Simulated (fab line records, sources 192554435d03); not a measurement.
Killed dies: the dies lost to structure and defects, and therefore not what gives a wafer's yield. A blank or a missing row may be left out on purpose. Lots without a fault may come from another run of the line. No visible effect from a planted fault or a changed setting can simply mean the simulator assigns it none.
Code-filled problem report in 8D (eight disciplines) form    flow n5_finfet    the parts of the form that need people (team, actions taken, sign-off) are left out

## 1. WHAT IS WRONG
Mean of barrier_field_endpoint_s at N5_BEOL_M13_CMP_49: 25.3 s across 3 wafers in 2 lots; on wafers with no fault it is 30.2 s (standard deviation 0.74). Relative to the usual mean, that is a shift of -6.7 standard deviations.
The step: polishes, stops on SiOC, t overpolish 17.1 s, target thk 420 nm.
First seen on wafer L681.6, day 14 16:58, on cmp-04. At this step, 33 wafers from 11 lots have a number in the record. The rule behind "out" and "out of limits": a value lying over 4 standard deviations away from the usual mean. The other wafers with a number count as sound.

## 2. WHAT IT IS, AND WHAT IT ISN'T
question                     is                        is not
which readings at this step  barrier_field_endpoint_s  clearing_platen_down_force_psi, edge_zone_pressure_frac, motor_current_A, slurry_flow_ml_min
which lots                   L681, L682                L673, L675, L677, L680, L691, L692, L694, L695, L696
which wafers of those lots   L681.5, L681.6, L682.5    L681.3, L682.1, L682.3
read on which tools          cmp-03, cmp-04            cmp-02
when                         from day 14 16:58         up to then (13 sound wafers); but 17 sound wafers of L682, L691, L692, L694, L695, L696 came after

## 3. WHAT RULES OUT EACH SUSPECT
Counting: if a tool at a process step up to the reading ran every lot that is out, it stays a suspect. Sound lots after the first of them don't rule it out here, since some wafers of a struck lot are sound.
- pvd_sputter-03 at N5_BEOL_M13_SPUTTER_44 (material Ta, target thk 10 nm, time 16.13 s): kept. It processed each lot that is out (first: L681, day 14 14:53); up to then, its last sound lot is L680 (day 14 06:04).
After counting, what remains is pvd_sputter-03 at N5_BEOL_M13_SPUTTER_44.

## 4. THE CAUSE (what the simulator had put in)
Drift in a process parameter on pvd_sputter-03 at N5_BEOL_M13_SPUTTER_44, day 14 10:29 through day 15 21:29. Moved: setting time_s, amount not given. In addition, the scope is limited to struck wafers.
After counting, this tool was the only one left.

## 5. THE CHAIN OF EFFECTS, in route order
Each row: a reading whose mean over the struck wafers that have a number lies more than 3 standard deviations from the usual. Readings are gone through only where the record gives a usual standard deviation; hours: the median, over the lots, of the time from a lot's start at the first step in this table giving one to that lot's start at this step; sigmas: the change measured in usual standard deviations.
hours  step                reading                   usual   on struck wafers  change  sigmas
0      N5_BEOL_M13_CMP_49  barrier_field_endpoint_s  30.2 s  25.3              -4.9    -6.7
Process steps it contains:
- N5_BEOL_M13_CMP_49: polishes, stops on SiOC, t overpolish 17.1 s, target thk 420 nm.
Later measuring or inspecting steps at which every struck wafer that the step has a row for has a number for every such reading, and none has moved that far: N5_BEOL_M13_THK_MEAS_50.

## 6. HOW IT WOULD HAVE BEEN CAUGHT EARLIER
6 hours passed between the start of the fault at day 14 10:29 and the first reading out of limits in this record, taken at day 14 16:58.
No tool reading at N5_BEOL_M13_SPUTTER_44 that has a usual standard deviation in the record was out on any struck wafer, so an alarm limit of 4 standard deviations on those readings would not have fired.
L682, from the lots that are out (2), started N5_BEOL_M13_SPUTTER_44 on pvd_sputter-03 later than day 14 16:58. Had the tool been put on hold then, it would have been spared.
